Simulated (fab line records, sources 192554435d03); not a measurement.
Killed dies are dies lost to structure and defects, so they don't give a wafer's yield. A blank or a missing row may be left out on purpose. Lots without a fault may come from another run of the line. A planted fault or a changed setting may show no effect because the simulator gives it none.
Which tool did it? | flow n5_finfet | 9 lots, 27 wafers sampled, at 5 steps of a route of 1938

WHAT THE GAUGES READ, wafer by wafer
N5_BEOL_M4_RC_MEAS_101. Usual: DIBL_N 36.2 mV/V, standard deviation 1.7; DIBL_P 36.2 mV/V, standard deviation 2.2; IOFF_N 0.16 nA/um, standard deviation 0.035; IOFF_P 0.21 nA/um, standard deviation 0.042; ION_N 673 uA/um, standard deviation 13; ION_P 462 uA/um, standard deviation 7.9; SS_N 71.4 mV/dec, standard deviation 0.59; SS_P 73.2 mV/dec, standard deviation 0.7; VT_N 250 mV, standard deviation 3.6; VT_P -251 mV, standard deviation 3.5.
lot  | measured     | on        | DIBL_N (mV/V)  | DIBL_P (mV/V)  | IOFF_N (nA/um) | IOFF_P (nA/um) | ION_N (uA/um) | ION_P (uA/um) | SS_N (mV/dec)  | SS_P (mV/dec)  | VT_N (mV)   | VT_P (mV)      | flag
L901 | day 8 10:10  | prober-02 | 35.5 34.1 36.4 | 34.9 33.8 35.9 | 0.14 0.12 0.17 | 0.19 0.18 0.21 | 667 673 689   | 464 467 467   | 70.9 70.8 71.2 | 73.4 72.8 72.6 | 251 250 247 | -251 -254 -250 |
L902 | day 8 20:38  | prober-01 | 39.8 39.8 41.5 | 40.7 39.1 41.8 | 0.25 0.22 0.28 | 0.32 0.28 0.36 | 705 680 688   | 485 468 478   | 72.4 71.3 72.1 | 74.7 74.4 74.7 | 240 246 243 | -245 -248 -243 |
L907 | day 10 21:37 | prober-01 | 36.3 38.6 37.6 | 36.0 38.3 36.5 | 0.15 0.20 0.17 | 0.20 0.24 0.21 | 673 670 671   | 459 456 462   | 71.0 71.4 72.3 | 73.7 74.2 73.1 | 253 248 248 | -253 -251 -250 |
L908 | day 11 00:17 | prober-01 | 33.6 35.7 33.9 | 32.4 35.6 32.6 | 0.11 0.14 0.11 | 0.16 0.21 0.17 | 655 661 666   | 450 459 455   | 70.5 70.5 70.8 | 71.7 73.2 73.0 | 251 249 255 | -253 -251 -253 |
L909 | day 11 04:16 | prober-02 | 35.3 37.7 37.8 | 34.2 37.2 38.8 | 0.12 0.16 0.16 | 0.16 0.19 0.22 | 662 686 677   | 457 458 464   | 70.2 71.1 72.0 | 72.5 73.5 73.0 | 255 249 250 | -255 -253 -252 |
L911 | day 11 04:55 | prober-01 | 37.7 34.2 35.3 | 39.0 34.5 36.8 | 0.17 0.12 0.14 | 0.26 0.19 0.22 | 668 659 666   | 463 464 460   | 71.2 71.6 71.3 | 73.8 72.0 73.0 | 251 252 250 | -245 -250 -248 |
L913 | day 11 13:39 | prober-02 | 34.7 32.8 34.0 | 33.5 31.6 32.5 | 0.11 0.10 0.11 | 0.16 0.13 0.15 | 652 648 664   | 449 441 447   | 70.9 70.4 70.9 | 72.8 72.4 72.4 | 255 258 254 | -254 -256 -256 |
L917 | day 12 20:08 | prober-02 | 36.3 35.5 34.4 | 37.8 35.8 34.4 | 0.16 0.14 0.12 | 0.21 0.19 0.16 | 675 671 667   | 458 461 454   | 70.9 70.7 71.0 | 73.4 73.3 73.1 | 251 252 253 | -251 -251 -254 |
L918 | day 13 14:12 | prober-01 | 37.8 36.2 37.1 | 37.2 34.0 34.9 | 0.16 0.12 0.15 | 0.25 0.19 0.21 | 669 673 675   | 459 462 470   | 71.8 71.5 70.9 | 73.6 72.6 72.3 | 247 255 249 | -247 -251 -249 |

N5_BEOL_M7_OVL_MEAS_29. Usual: V6_OVL 0.5 nm, standard deviation 0.81.
lot  | measured     | on         | V6_OVL (nm)  | flag
L901 | day 9 11:09  | overlay-02 | 0.3 0.3 0.4  |
L902 | day 9 20:58  | overlay-01 | 0.5 1.7 1.5  |
L907 | day 12 03:09 | overlay-01 | 0.7 0.9 0.0  |
L908 | day 12 02:53 | overlay-01 | 0.2 0.0 0.5  |
L909 | day 12 07:29 | overlay-01 | 0.1 -0.5 0.2 |
L911 | day 12 09:07 | overlay-02 | 1.0 1.4 1.6  |
L913 | day 12 16:06 | overlay-02 | 1.4 -0.1 0.4 |
L917 | day 13 19:05 | overlay-02 | 1.7 1.3 0.9  |
L918 | day 14 19:07 | overlay-01 | 0.3 0.6 0.1  |

N5_BEOL_M7_OCD_MEAS_38. Usual: trench_depth_nm 93.2 nm, standard deviation 1.7.
lot  | measured     | on     | trench_depth_nm (nm) | flag
L901 | day 9 11:54  | ocd-02 | 92.6 95.2 93.3       |
L902 | day 9 21:29  | ocd-01 | 94.2 93.9 93.9       |
L907 | day 12 03:47 | ocd-01 | 0 0 0.2              | OFF
L908 | day 12 03:23 | ocd-02 | 93.4 93.3 90.3       |
L909 | day 12 08:07 | ocd-01 | 0.1 0 0.0            | OFF
L911 | day 12 09:38 | ocd-01 | 91.4 94.2 95.3       |
L913 | day 12 16:52 | ocd-01 | 94.7 92.4 94.5       |
L917 | day 13 19:36 | ocd-02 | 92.9 92.3 92.6       |
L918 | day 14 19:46 | ocd-01 | 92.9 93.2 96.4       |

WHICH TOOL RAN EACH LOT (tool, then ch and the chambers of the sampled wafers, then the start)
lot  | N5_BEOL_M7_STRIP_36                | N5_BEOL_M7_TRENCH_ETCH_37
L901 | rie_diel-05 ch 0,2,3, day 9 11:42  | rie_diel-05 ch 0,2,3, day 9 11:44
L902 | rie_diel-05 ch 1,2, day 9 21:17    | rie_diel-05 ch 1,2, day 9 21:19
L907 | rie_diel-02 ch 0,3, day 12 03:36   | rie_diel-02 ch 0,3, day 12 03:38
L908 | rie_diel-02 ch 0,2,3, day 12 03:12 | rie_diel-02 ch 0,2,3, day 12 03:14
L909 | rie_diel-05 ch 0,1,3, day 12 07:55 | rie_diel-05 ch 0,1,3, day 12 07:57
L911 | rie_diel-02 ch 0,1,2, day 12 09:26 | rie_diel-02 ch 0,1,2, day 12 09:29
L913 | rie_diel-05 ch 0,1, day 12 16:40   | rie_diel-05 ch 0,1, day 12 16:43
L917 | rie_diel-05 ch 2,3, day 13 19:24   | rie_diel-05 ch 2,3, day 13 19:26
L918 | rie_diel-06 ch 0,1,2, day 14 19:34 | rie_diel-06 ch 0,1,2, day 14 19:37
- N5_BEOL_M7_STRIP_36: strips in N2/H2.
- N5_BEOL_M7_TRENCH_ETCH_37: etches SiCOH lowk in C4F6/O2, target depth 93.478 nm, time 31.2 s.

WHAT THE TOOLS THEMSELVES READ (means of the sampled wafers that have a number; where no wafer has one, the mark that the record gives instead)
N5_BEOL_M7_STRIP_36. Usual: drypump_motor_current_A 5.7 A, standard deviation 0.53; h2_flow_sccm 200.0 sccm, standard deviation 0.57; n2_flow_sccm 200.0 sccm, standard deviation 0.57; oes_product_au 0.78 a.u., standard deviation 0.094; rf_vpp_V 59.4 V, standard deviation 1.3; showerhead_plenum_p_Torr 2.59 Torr, standard deviation 0.1; throttle_valve_pct 23.8 %, standard deviation 0.39.
lot  | tool        | drypump_motor_current_A (A) | h2_flow_sccm (sccm) | n2_flow_sccm (sccm) | oes_product_au (a.u.) | rf_vpp_V (V) | showerhead_plenum_p_Torr (Torr) | throttle_valve_pct (%) | flag
L901 | rie_diel-05 | 5.6                         | 200.5               | 200.4               | 0.71                  | 59.4         | 2.56                            | 24.0                   |
L902 | rie_diel-05 | 5.2                         | 199.7               | 199.9               | 0.78                  | 58.4         | 2.62                            | 24.4                   |
L907 | rie_diel-02 | 5.3                         | 200.0               | 199.9               | 0.72                  | 59.1         | 2.62                            | 23.7                   |
L908 | rie_diel-02 | 5.2                         | 199.9               | 200.0               | 0.79                  | 59.5         | 2.65                            | 23.5                   |
L909 | rie_diel-05 | 5.8                         | 200.0               | 200.0               | 0.75                  | 58.3         | 2.53                            | 23.8                   |
L911 | rie_diel-02 | 5.3                         | 200.1               | 200.0               | 0.85                  | 59.6         | 2.67                            | 23.7                   |
L913 | rie_diel-05 | 6.0                         | 199.5               | 199.9               | 0.74                  | 57.9         | 2.45                            | 23.9                   |
L917 | rie_diel-05 | 5.4                         | 199.7               | 199.8               | 0.70                  | 57.8         | 2.64                            | 24.0                   |
L918 | rie_diel-06 | 5.9                         | 200.3               | 200.0               | 0.80                  | 59.1         | 2.52                            | 23.5                   |

N5_BEOL_M7_TRENCH_ETCH_37. Usual: C4F6_flow_sccm 10.00 sccm, standard deviation 0.032; O2_flow_sccm 10.00 sccm, standard deviation 0.032; drypump_motor_current_A 5.7 A, standard deviation 0.53; oes_product_au 0.78 a.u., standard deviation 0.092; rf_vpp_V 668 V, standard deviation 10; showerhead_plenum_p_Torr 2.89 Torr, standard deviation 0.11; throttle_valve_pct 20.94 %, standard deviation 0.25.
lot  | tool        | C4F6_flow_sccm (sccm) | O2_flow_sccm (sccm) | drypump_motor_current_A (A) | oes_product_au (a.u.) | rf_vpp_V (V) | showerhead_plenum_p_Torr (Torr) | throttle_valve_pct (%) | flag
L901 | rie_diel-05 | 9.98                  | 10.00               | 5.6                         | 0.72                  | 669          | 2.86                            | 21.09                  |
L902 | rie_diel-05 | 10.01                 | 9.97                | 5.2                         | 0.77                  | 670          | 2.92                            | 21.25                  |
L907 | rie_diel-02 | -                     | -                   | -                           | -                     | -            | -                               | -                      | OFF
L908 | rie_diel-02 | 9.97                  | 10.00               | 5.2                         | 0.78                  | 669          | 2.97                            | 21.04                  |
L909 | rie_diel-05 | -                     | -                   | -                           | -                     | -            | -                               | -                      | OFF
L911 | rie_diel-02 | 10.01                 | 10.01               | 5.2                         | 0.85                  | 671          | 2.99                            | 21.01                  |
L913 | rie_diel-05 | 9.99                  | 10.02               | 6.0                         | 0.74                  | 671          | 2.73                            | 21.01                  |
L917 | rie_diel-05 | 10.00                 | 10.00               | 5.4                         | 0.70                  | 669          | 2.95                            | 21.04                  |
L918 | rie_diel-06 | 9.99                  | 10.01               | 5.9                         | 0.80                  | 662          | 2.82                            | 20.79                  |

THE ANSWER, worked out from the rows above alone
Rule: a lot is off if the mean of its wafers that have a number lies more than 3 standard deviations from the usual mean. A lot without any number at a reading at which 4 lots or more have one is off too. The other lots that the step has rows for count as sound. The gauges are gone through in route order, then the tools' own readings, and for those a lot's mean is taken as printed above. The first step at which some lot is off is used, and at that step the reading that is off furthest; a lot without a number counts as furthest.
Off: L907, L909, at N5_BEOL_M7_OCD_MEAS_38 (trench_depth_nm).
A tool fits if, at a process step before that reading, it ran every lot that is off, and no sound lot after the first of them. The gauges at N5_BEOL_M7_OCD_MEAS_38 aren't tried: what is off there is off at N5_BEOL_M7_TRENCH_ETCH_37 too, on other tools, and a gauge's error can't cause that. None of those tried fits.

WHAT THE SIMULATOR HAD PUT IN
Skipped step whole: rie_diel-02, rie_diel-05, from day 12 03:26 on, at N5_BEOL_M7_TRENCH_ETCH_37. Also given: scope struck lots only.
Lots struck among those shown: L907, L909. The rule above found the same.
